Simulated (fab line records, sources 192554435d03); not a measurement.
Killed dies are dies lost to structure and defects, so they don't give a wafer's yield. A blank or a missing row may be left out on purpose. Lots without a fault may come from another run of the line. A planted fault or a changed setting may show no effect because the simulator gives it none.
Chamber matching | flow n5_finfet | N5_MOL_CONTACT_COAG_CMP_28 on cmp-04: 4 sister chambers
The step polishes, stops on SiNx, t overpolish 0.85 s, target thk 14.522 nm. 4 wafers are shown with their chamber, then 7 later ones without.

WAFERS WITH THEIR CHAMBER
wafer  | chamber | motor_current_A (A)
L082.4 | 0       | 12.1
L084.5 | 1       | 11.9
L091.1 | 3       | 12.4
L091.3 | 2       | 12.4

WAFERS WITHOUT THEIR CHAMBER
wafer  | motor_current_A (A)
L091.4 | 12.6
L094.1 | 11.9
L094.4 | 12.6
L094.6 | 12.6
L095.1 | 12.5
L095.3 | 11.7
L095.4 | 12.8

WHICH CHAMBER EACH WENT THROUGH
wafer  | from the rows above          | in truth
L091.4 | can't be placed: 2 or 3 or 0 | 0
L094.1 | can't be placed: 1 or 0      | 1
L094.4 | can't be placed: 2 or 3 or 0 | 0
L094.6 | can't be placed: 2 or 3 or 0 | 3
L095.1 | can't be placed: 2 or 3 or 0 | 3
L095.3 | can't be placed: 1 or 0      | 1
L095.4 | can't be placed: 2 or 3 or 0 | 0
Placed correctly: 0 of 7. Can't be placed from these rows: 7 (the true chamber is among the candidates in 7). Placed wrongly: 0.
How it was worked out, from the rows above alone: a wafer's distance from a chamber is the root of the sum, over the readings, of the square of ((its reading less the chamber's mean) divided by the reading's scatter). The wafer belongs to the nearest chamber; if the next one is less than 2 further off, it can't be placed. A chamber's mean is the mean of its shown wafers. The scatter: with one shown wafer a chamber, the root of the mean of the squares of how far each hidden wafer lies from its nearest shown one.
